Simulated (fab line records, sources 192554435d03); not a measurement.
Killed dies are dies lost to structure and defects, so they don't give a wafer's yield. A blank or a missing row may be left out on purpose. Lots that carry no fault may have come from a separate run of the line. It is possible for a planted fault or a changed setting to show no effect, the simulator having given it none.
fab line records ; flow n5-finfet
[record] lots = 7; wafers = 21
route steps=1938 shown BEOL_M6@1212 BEOL_M7@1302 BEOL_M9@1405
start-h: hours from the record's first day to the start of the lot's first wafer shown ; wait-h: time in hours since the lot's previous step ; " identical to the entry in the row above ; L1.1+2: a row that stands for several wafers ; - value missing, or start not given ; * or withheld: withheld ; < > ~ a bound
route shown NAME@n: a module of which the file shows steps, and the number in the route of the first ; usual: average and standard deviation across the fault-free wafers ; same: alike in all rows ; chamber/n: place in a boat ; sites: the reading at each site ; _std_site: the standard deviation of these ; _edge_site: the outer-site mean with the inner-site mean subtracted ; radius-mm: how far each site lies from the wafer's centre ; mask NAME#n: copy n ; behind: tool/chamber where the wafer was last shaped ; hold: cause of the lot's hold/its duration in hours/its outcome ; device: transistor that didn't switch, given as n, p or np ; end of line: at the end of the route, the tests of the same wafers ; for a step that has no rows: nothing shown but its recipe ; killed: the dies lost at the first sort to structure and to defects; this is not the yield of the wafer ; map: a wafer's dies, marking killed ones x, the rest . and places with no die _
set.NAME: the setting that was run; set.NAME@STEP: the one run at that earlier step ; model.NAME: the simulator's own value behind a step, which no gauge read
lots whose settings were changed on purpose; a table a step, a row a wafer
[[steps]]
[step N5_BEOL_M6_ETCH_62]
[recipe] chemistry = N2/H2; target = SOC; target-depth-a = 1100; overetch-a = 220; mask-material = SiARC; temp-c = 40; time-s = 165; ion-energy-ev = 200; pressure-mtorr = 30; source-w = 840; bias-w = 150; n2-flow-sccm = 200; h2-flow-sccm = 200
lot.wafer;tool;chamber;start-h;wait-h;set.time-s;model.SiARC_of_BEOL_M6_COAT_60.thk-nm
L077.3;rie-diel-02;3;234.27;0.0;165;28.6
L077.5;rie-diel-02;0;234.27;0.0;165;28.2
L077.6;rie-diel-02;1;234.27;0.0;165;28.4
L076.3;rie-diel-04;2;244.77;0.0;165;28.6
L076.4+6;rie-diel-04;1,3;244.77;0.0;165;28.4
L078.4+6;rie-diel-02;1;256.38;0.0;165;28.2
L078.5;rie-diel-02;2;256.38;0.0;165;28
L083.3;rie-diel-04;0;326.94;0.0;179.4;27.6
L083.5;rie-diel-04;0;326.94;0.0;165;28
L083.6;rie-diel-04;3;326.94;0.0;165;28.2
L090.3;rie-diel-04;1;364.99;0.0;165;28.6
L090.4;rie-diel-04;0;364.99;0.0;165;28.4
L090.6;rie-diel-04;0;364.99;0.0;128.4;29.8
L094.2;rie-diel-02;0;409.56;0.0;201.9;26.8
L094.3;rie-diel-02;3;409.56;0.0;201.9;27.4
L094.4;rie-diel-02;1;409.56;0.0;165;28.4
L082.2;rie-diel-05;1;417.40;0.0;154.4;28.8
L082.4;rie-diel-05;1;417.40;0.0;165;28.6
L082.6;rie-diel-05;2;417.40;0.0;154.4;29
[step N5_BEOL_M6_STRIP_68]
[recipe] chemistry = N2/H2; temp-c = 40; n2-flow-sccm = 200; h2-flow-sccm = 200; rf-frequency-hz = 6e+07
[step N5_BEOL_M6_STRIP_67]
[recipe] chemistry = CF4; resist = SiARC; power-w = 300; bias-power-w = 75; pressure-mtorr = 50; cf4-flow-sccm = 150; rf-frequency-hz = 6e+07
[step N5_BEOL_M6_HM_OPEN_17]
[recipe] chemistry = Cl2/BCl3; target-depth-a = 200; overetch-a = 60; target = TiN; mask-material = SOC; ion-energy-ev = 150; pressure-mtorr = 10; icp-w = 1000; bias-w = 126; Cl2_flow_sccm = 53.25; bcl3-flow-sccm = 21.75; Ar_flow_sccm = 25
lot.wafer;tool;chamber;start-h;wait-h;set.time-s@BEOL_M6_ETCH_62;model.etch.depth-nm
L077.3;rie-metal-02;1;234.50;0.1;165;19.86
L077.5;rie-metal-02;0;234.50;0.1;165;19.97
L077.6;rie-metal-02;1;234.50;0.1;165;19.85
L076.3;rie-metal-02;1;244.99;0.1;165;19.84
L076.4;rie-metal-02;0;244.99;0.1;165;20.01
L076.6;rie-metal-02;0;244.99;0.1;165;19.94
L078.4;rie-metal-02;0;256.60;0.1;165;19.97
L078.5;rie-metal-02;1;256.60;0.1;165;20.23
L078.6;rie-metal-02;0;256.60;0.1;165;20.06
L083.3;rie-metal-02;1;327.16;0.1;179.4;18.83
L083.5;rie-metal-02;1;327.16;0.1;165;20.48
L083.6;rie-metal-02;0;327.16;0.1;165;20.27
L090.3;rie-metal-02;1;365.24;0.1;165;20.17
L090.4;rie-metal-02;0;365.24;0.1;165;20.03
L090.6;rie-metal-02;1;365.24;0.1;128.4;20.23
L094.2;rie-metal-02;1;409.75;0.0;201.9;16.67
L094.3;rie-metal-02;1;409.75;0.0;201.9;16.72
L094.4;rie-metal-02;0;409.75;0.0;165;20.05
L082.2;rie-metal-02;1;417.59;0.0;154.4;19.82
L082.4;rie-metal-02;0;417.59;0.0;165;19.9
L082.6;rie-metal-02;1;417.59;0.0;154.4;19.94
[step N5_BEOL_M6_COAT_71]
[recipe] resist = underlayer; temp-c = 205; time-s = 60; spin-rpm = 1500; resist-thk-nm = 5
lot.wafer;tool;chamber;start-h;wait-h;set.spin-rpm
L077.3+5;litho-track-03;0;-;-;1379
L077.6;litho-track-03;0;-;-;1500
L076.3+4+6;litho-track-05;0;-;-;1500
L078.4+5;litho-track-05;0;-;-;1500
L078.6;litho-track-05;0;-;-;1591
L083.3;litho-track-05;0;-;-;1500
L083.5+6;litho-track-05;0;-;-;1571
L090.3+6;litho-track-05;0;-;-;1444
L090.4;litho-track-05;0;-;-;1500
L094.2;litho-track-01;0;-;-;1430
L094.3+4;litho-track-01;0;-;-;1500
L082.2+4;litho-track-01;0;-;-;1604
L082.6;litho-track-01;0;-;-;1500
[step N5_BEOL_M6_COAT_22]
[recipe] resist = CAR-EUV; spin-rpm = 1500; resist-thk-nm = 30
[step N5_BEOL_M6_EBR_24]
[recipe] solvent = PGMEA; ebr-width-mm = 1.5
[step N5_BEOL_M6_DESCUM_33]
[recipe] chemistry = O2; time-s = 7; source-power-w = 50; bias-power-w = 20; pressure-mtorr = 20; rf-frequency-hz = 2.712e+07; temp-c = 40; resist = CAR-EUV; o2-flow-sccm = 225
[step N5_BEOL_M6_ETCH_72]
[recipe] chemistry = N2/H2; target = underlayer; target-depth-a = 65; mask-material = CAR-EUV; time-s = 5.2; ion-energy-ev = 200; pressure-mtorr = 30; source-w = 840; bias-w = 150; n2-flow-sccm = 200; h2-flow-sccm = 200; ends = cleared
lot.wafer;tool;chamber;start-h;wait-h;set.spin-rpm@BEOL_M6_COAT_71;model.etch.depth-nm
L077.3;rie-diel-04;1;239.40;0.0;1379;5.213
L077.5;rie-diel-04;0;239.40;0.0;1379;5.201
L077.6;rie-diel-04;3;239.40;0.0;1500;5.004
L076.3;rie-diel-05;2;251.60;0.0;1500;4.975
L076.4;rie-diel-05;3;251.60;0.0;1500;4.982
L076.6;rie-diel-05;1;251.60;0.0;1500;4.98
L078.4;rie-diel-04;0;262.65;0.0;1500;4.998
L078.5;rie-diel-04;2;262.65;0.0;1500;4.987
L078.6;rie-diel-04;1;262.65;0.0;1591;4.845
L083.3;rie-diel-02;1;330.52;0.0;1500;4.993
L083.5;rie-diel-02;3;330.52;0.0;1571;4.877
L083.6;rie-diel-02;0;330.52;0.0;1571;4.881
L090.3;rie-diel-02;1;367.08;0.0;1444;5.088
L090.4;rie-diel-02;3;367.08;0.0;1500;5.006
L090.6;rie-diel-02;2;367.08;0.0;1444;5.085
L094.2;rie-diel-02;1;414.83;0.0;1430;5.13
L094.3;rie-diel-02;3;414.83;0.0;1500;5.007
L094.4;rie-diel-02;2;414.83;0.0;1500;4.983
L082.2;rie-diel-05;1;418.72;0.0;1604;4.828
L082.4;rie-diel-05;0;418.72;0.0;1604;4.832
L082.6;rie-diel-05;1;418.72;0.0;1500;5
[step N5_BEOL_M7_ETCH_66]
[recipe] chemistry = N2/H2; target = SOC; target-depth-a = 800; overetch-a = 160; mask-material = SiARC; temp-c = 40; time-s = 120; ion-energy-ev = 200; pressure-mtorr = 30; source-w = 840; bias-w = 150; n2-flow-sccm = 200; h2-flow-sccm = 200
[usual] rf-vpp-V = 524.2/2.5
lot.wafer;tool;chamber;start-h;wait-h;set.bias-w;rf-vpp-V;model.SiARC_of_BEOL_M7_COAT_64.thk-nm
L077.3;rie-diel-01;1;251.48;0.0;150;527.5;6.4
L077.5;rie-diel-01;3;251.48;0.0;170.6;569.9;5.4
L077.6;rie-diel-01;0;251.48;0.0;170.6;566.2;5.4
L076.3;rie-diel-01;0;262.78;0.0;150;521.7;6.4
L076.4;rie-diel-01;1;262.78;0.0;150;528.8;6.4
L076.6;rie-diel-01;0;262.78;0.0;150;523.4;6.4
L078.4;rie-diel-03;3;271.33;0.0;163.4;550.3;5.8
L078.5;rie-diel-03;1;271.33;0.0;163.4;555.0;5.8
L078.6;rie-diel-03;2;271.33;0.0;150;524.9;6.2
L083.3;rie-diel-03;3;342.09;0.0;150;520.2;6.6
L083.5;rie-diel-03;3;342.09;0.0;150;521.4;6.6
L083.6;rie-diel-03;0;342.09;0.0;150;521.0;6.4
L090.3;rie-diel-03;2;375.77;0.0;150;524.8;6.4
L090.4;rie-diel-03;0;375.77;0.0;150;520.9;6.4
L090.6;rie-diel-03;2;375.77;0.0;150;526.6;6.4
L094.2;rie-diel-03;3;421.63;0.0;172.8;568.2;5.6
L094.3;rie-diel-03;0;421.63;0.0;150;522.0;6.4
L094.4;rie-diel-03;2;421.63;0.0;172.8;574.2;5.4
L082.2;rie-diel-01;0;427.97;0.0;161;545.6;6
L082.4;rie-diel-01;1;427.97;0.0;150;529.7;6.4
L082.6;rie-diel-01;1;427.97;0.0;161;552.7;6
[step N5_BEOL_M7_VIA_ETCH_34]
[recipe] chemistry = C4F6/O2; target = SiCOH_lowk; target-depth-a = 1255; mask-material = SOC; taper-deg = 4; time-s = 50.5; ion-energy-ev = 250; pressure-mtorr = 30; source-w = 345; bias-w = 185; Ar_flow_sccm = 300; C4F6_flow_sccm = 10; O2_flow_sccm = 10
lot.wafer;tool;chamber;start-h;wait-h;set.time-s;model.etch.depth-nm;model.SOC_of_BEOL_M7_COAT_63.thk-nm
L077.3;rie-diel-01;1;251.58;0.0;50.5;124.6;54
L077.5+6;rie-diel-01;3,0;251.58;0.0;50.5;127.4;53.8
L076.3;rie-diel-01;0;262.88;0.0;50.5;127.7;54
L076.4;rie-diel-01;1;262.88;0.0;50.5;127.6;54
L076.6;rie-diel-01;0;262.88;0.0;50.5;128.4;54.2
L078.4;rie-diel-03;3;271.44;0.0;50.5;122.8;54.2
L078.5;rie-diel-03;1;271.44;0.0;50.5;123;54
L078.6;rie-diel-03;2;271.44;0.0;50.5;125.2;53.8
L083.3;rie-diel-03;3;342.19;0.0;50.5;125.2;54
L083.5;rie-diel-03;3;342.19;0.0;44;109.3;54.8
L083.6;rie-diel-03;0;342.19;0.0;50.5;126.3;53.8
L090.3;rie-diel-03;2;375.87;0.0;55.9;139.3;53.4
L090.4;rie-diel-03;0;375.87;0.0;50.5;125.5;53.8
L090.6;rie-diel-03;2;375.87;0.0;55.9;139.6;53
L094.2;rie-diel-03;3;421.73;0.0;57.51;140.3;53.4
L094.3;rie-diel-03;0;421.73;0.0;57.51;142.4;53.2
L094.4;rie-diel-03;2;421.73;0.0;50.5;123.6;54
L082.2;rie-diel-01;0;428.07;0.0;50.5;126.7;54.2
L082.4;rie-diel-01;1;428.07;0.0;50.5;126;54.2
L082.6;rie-diel-01;1;428.07;0.0;50.5;125.4;54.4
[step N5_BEOL_M9_HM_DEP_02]
[recipe] material = TiN; target-thk-a = 200; temp-c = 25; chamber-pressure-pa = 0.49996
lot.wafer;tool;chamber;start-h;wait-h;set.target-thk-a;model.TiN_of_BEOL_M9_HM_DEP_02.thk-nm
L077.3;pvd-sputter-02;-;267.45;0.0;200;20
L077.5+6;pvd-sputter-02;-;267.45;0.0;200;20.2
L076.3+4;pvd-sputter-01;-;277.16;0.4;200;19.8
L076.6;pvd-sputter-01;-;277.16;0.4;200;20
L078.4+6;pvd-sputter-01;-;285.71;1.7;200;20.4
L078.5;pvd-sputter-01;-;285.71;1.7;200;20.2
L083.3+5+6;pvd-sputter-02;-;357.18;1.5;200;20.2
L090.3;pvd-sputter-02;-;387.43;0.6;200;20
L090.4+6;pvd-sputter-02;-;387.43;0.6;216.8;21.8
L094.2;pvd-sputter-03;-;437.60;0.8;200;20
L094.3+4;pvd-sputter-03;-;437.60;0.8;209.9;21
L082.2;pvd-sputter-03;-;445.36;1.6;200;20
L082.4+6;pvd-sputter-03;-;445.36;1.6;200;20.2
[step N5_BEOL_M9_COAT_05]
[recipe] resist = CAR-ArF; spin-rpm = 1500; resist-thk-nm = 90
lot.wafer;tool;chamber;start-h;wait-h;set.spin-rpm;model.CAR-ArF_of_BEOL_M9_COAT_05.thk-nm
L077.3;litho-track-03;0;-;-;1623;86.2
L077.5;litho-track-03;0;-;-;1623;86.4
L077.6;litho-track-03;0;-;-;1500;89.8
L076.3;litho-track-02;0;-;-;1500;90.4
L076.4+6;litho-track-02;0;-;-;1500;90.2
L078.4+5+6;litho-track-05;0;-;-;1500;89.6
L083.3;litho-track-05;0;-;-;1660;85.6
L083.5;litho-track-05;0;-;-;1500;90.2
L083.6;litho-track-05;0;-;-;1660;85.4
L090.3;litho-track-05;0;-;-;1500;90
L090.4+6;litho-track-05;0;-;-;1500;89.6
L094.2+3;litho-track-02;0;-;-;1500;90
L094.4;litho-track-02;0;-;-;1500;90.2
L082.2;litho-track-03;0;-;-;1387;93.2
L082.4;litho-track-03;0;-;-;1500;89.6
L082.6;litho-track-03;0;-;-;1500;90
[step N5_BEOL_M9_EBR_07]
[recipe] solvent = PGMEA; ebr-width-mm = 1.5
[step N5_BEOL_M9_SOFTBAKE_06]
[recipe] temp-c = 110; time-s = 60; resist = CAR-ArF
[step N5_BEOL_M9_DESCUM_16]
[recipe] chemistry = O2; time-s = 7.9; source-power-w = 50; bias-power-w = 20; pressure-mtorr = 20; rf-frequency-hz = 2.712e+07; temp-c = 40; resist = CAR-ArF; o2-flow-sccm = 225
lot.wafer;tool;chamber;start-h;wait-h;set.spin-rpm@BEOL_M9_COAT_05;model.CAR-ArF_of_BEOL_M9_COAT_05.thk-nm
L077.3;rie-diel-06;1;268.04;0.0;1623;79.6
L077.5;rie-diel-06;3;268.04;0.0;1623;79.8
L077.6;rie-diel-06;2;268.04;0.0;1500;83.2
L076.3;rie-diel-01;0;277.62;0.0;1500;83.8
L076.4+6;rie-diel-01;2,3;277.62;0.0;1500;83.6
L078.4+5;rie-diel-03;0,1;286.17;0.0;1500;83.2
L078.6;rie-diel-03;2;286.17;0.0;1500;83
L083.3+6;rie-diel-06;1;357.63;0.0;1660;79
L083.5;rie-diel-06;2;357.63;0.0;1500;83.6
L090.3;rie-diel-06;1;387.97;0.0;1500;83.4
L090.4;rie-diel-06;0;387.97;0.0;1500;83
L090.6;rie-diel-06;0;387.97;0.0;1500;83.2
L094.2+3;rie-diel-01;2,3;438.23;0.1;1500;83.4
L094.4;rie-diel-01;0;438.23;0.1;1500;83.6
L082.2;rie-diel-03;0;446.18;0.4;1387;86.6
L082.4;rie-diel-03;2;446.18;0.4;1500;83
L082.6;rie-diel-03;0;446.18;0.4;1500;83.4
[step N5_BEOL_M9_ETCH_61]
[recipe] chemistry = CF4; target = SiARC; target-depth-a = 390; mask-material = CAR-ArF; time-s = 65; ion-energy-ev = 80; pressure-mtorr = 40; source-w = 545; bias-w = 36; Ar_flow_sccm = 100; cf4-flow-sccm = 100; ends = cleared
[step N5_BEOL_M9_ETCH_62]
[recipe] chemistry = N2/H2; target = SOC; target-depth-a = 1100; overetch-a = 220; mask-material = SiARC; temp-c = 40; time-s = 165; ion-energy-ev = 200; pressure-mtorr = 30; source-w = 840; bias-w = 150; n2-flow-sccm = 200; h2-flow-sccm = 200
[step N5_BEOL_M9_STRIP_68]
[recipe] chemistry = N2/H2; temp-c = 40; n2-flow-sccm = 200; h2-flow-sccm = 200; rf-frequency-hz = 6e+07
[step N5_BEOL_M9_STRIP_67]
[recipe] chemistry = CF4; resist = SiARC; power-w = 300; bias-power-w = 75; pressure-mtorr = 50; cf4-flow-sccm = 150; rf-frequency-hz = 6e+07
[step N5_BEOL_M9_HM_OPEN_17]
[recipe] chemistry = Cl2/BCl3; target-depth-a = 200; overetch-a = 60; target = TiN; mask-material = SOC; ion-energy-ev = 150; pressure-mtorr = 10; icp-w = 1000; bias-w = 126; Cl2_flow_sccm = 53.25; bcl3-flow-sccm = 21.75; Ar_flow_sccm = 25
lot.wafer;tool;chamber;start-h;wait-h;set.target-thk-a@BEOL_M9_HM_DEP_02;model.etch.depth-nm
L077.3;rie-metal-02;0;268.34;0.1;200;20.01
L077.5;rie-metal-02;1;268.34;0.1;200;20.14
L077.6;rie-metal-02;0;268.34;0.1;200;20.24
L076.3;rie-metal-03;1;277.92;0.1;200;19.7
L076.4;rie-metal-03;0;277.92;0.1;200;19.85
L076.6;rie-metal-03;0;277.92;0.1;200;19.93
L078.4;rie-metal-03;0;286.47;0.1;200;20.33
L078.5;rie-metal-03;0;286.47;0.1;200;20.26
L078.6;rie-metal-03;1;286.47;0.1;200;20.37
L083.3;rie-metal-02;0;357.94;0.1;200;20.19
L083.5;rie-metal-02;1;357.94;0.1;200;20.27
L083.6;rie-metal-02;0;357.94;0.1;200;20.12
L090.3;rie-metal-01;0;388.28;0.1;200;19.92
L090.4;rie-metal-01;1;388.28;0.1;216.8;21.84
L090.6;rie-metal-01;0;388.28;0.1;216.8;21.8
L094.2;rie-metal-03;1;438.50;0.0;200;19.92
L094.3;rie-metal-03;0;438.50;0.0;209.9;21.01
L094.4;rie-metal-03;1;438.50;0.0;209.9;20.95
L082.2;rie-metal-01;1;446.45;0.0;200;20
L082.4;rie-metal-01;1;446.45;0.0;200;20.29
L082.6;rie-metal-01;0;446.45;0.0;200;20.14
[step N5_BEOL_M9_ETCH_66]
[recipe] chemistry = N2/H2; target = SOC; target-depth-a = 800; overetch-a = 160; mask-material = SiARC; temp-c = 40; time-s = 120; ion-energy-ev = 200; pressure-mtorr = 30; source-w = 840; bias-w = 150; n2-flow-sccm = 200; h2-flow-sccm = 200
lot.wafer;tool;chamber;start-h;wait-h;set.time-s;model.SiARC_of_BEOL_M9_COAT_64.thk-nm
L077.3;rie-diel-06;2;271.25;0.0;138.3;5.6
L077.5+6;rie-diel-06;1,2;271.25;0.0;120;6.6
L076.3+6;rie-diel-03;1,2;278.95;0.0;120;6.4
L076.4;rie-diel-03;0;278.95;0.0;120;6.2
L078.4;rie-diel-06;0;288.50;0.0;134.6;5.8
L078.5;rie-diel-06;2;288.50;0.0;120;6.4
L078.6;rie-diel-06;3;288.50;0.0;134.6;6
L083.3+5+6;rie-diel-01;2,0,1;359.21;0.0;120;6.4
L090.3;rie-diel-03;1;389.21;0.0;138.9;5.4
L090.4;rie-diel-03;2;389.21;0.0;138.9;5.6
L090.6;rie-diel-03;1;389.21;0.0;120;6.4
L094.2+4;rie-diel-01;2,0;439.60;0.0;120;6.4
L094.3;rie-diel-01;1;439.60;0.0;133.2;5.8
L082.2;rie-diel-06;0;450.94;0.0;120;6.6
L082.4+6;rie-diel-06;2,3;450.94;0.0;120;6.4
[[key]]
[split] step = N5_BEOL_M6_ETCH_62; setting = time-s; stated = 165; by = wafer
[response] step = N5_BEOL_M6_ETCH_62; reading = model.SiARC_of_BEOL_M6_COAT_60.thk-nm; change = -0.0579; per = 1%; r = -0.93
[response] step = N5_BEOL_M6_HM_OPEN_17; reading = model.etch.depth-nm; shape = bent; at-lowest = 20.23; at-stated = 20.04; at-highest = 16.7
[split] step = N5_BEOL_M6_COAT_71; setting = spin-rpm; stated = 1500; by = wafer
[response] step = N5_BEOL_M6_ETCH_72; reading = model.etch.depth-nm; change = -0.0249; per = 1%; r = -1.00
[split] step = N5_BEOL_M7_ETCH_66; setting = bias-w; stated = 150; by = wafer
[response] step = N5_BEOL_M7_ETCH_66; reading = rf-vpp-V; change = +3.07; per = 1%; r = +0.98
[response] step = N5_BEOL_M7_ETCH_66; reading = model.SiARC_of_BEOL_M7_COAT_64.thk-nm; change = -0.0613; per = 1%; r = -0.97
[split] step = N5_BEOL_M7_VIA_ETCH_34; setting = time-s; stated = 50.5; by = wafer
[response] step = N5_BEOL_M7_VIA_ETCH_34; reading = model.etch.depth-nm; change = +1.28; per = 1%; r = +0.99
[response] step = N5_BEOL_M7_VIA_ETCH_34; reading = model.SOC_of_BEOL_M7_COAT_63.thk-nm; change = -0.0586; per = 1%; r = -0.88
[split] step = N5_BEOL_M9_HM_DEP_02; setting = target-thk-a; stated = 200; by = wafer
[response] step = N5_BEOL_M9_HM_DEP_02; reading = model.TiN_of_BEOL_M9_HM_DEP_02.thk-nm; change = +0.211; per = 1%; r = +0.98
[response] step = N5_BEOL_M9_HM_OPEN_17; reading = model.etch.depth-nm; change = +0.223; per = 1%; r = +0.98
[split] step = N5_BEOL_M9_COAT_05; setting = spin-rpm; stated = 1500; by = wafer
[response] step = N5_BEOL_M9_COAT_05; reading = model.CAR-ArF_of_BEOL_M9_COAT_05.thk-nm; change = -0.439; per = 1%; r = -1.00
[response] step = N5_BEOL_M9_DESCUM_16; reading = model.CAR-ArF_of_BEOL_M9_COAT_05.thk-nm; change = -0.435; per = 1%; r = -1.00
[split] step = N5_BEOL_M9_ETCH_66; setting = time-s; stated = 120; by = wafer
[response] step = N5_BEOL_M9_ETCH_66; reading = model.SiARC_of_BEOL_M9_COAT_64.thk-nm; change = -0.0562; per = 1%; r = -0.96
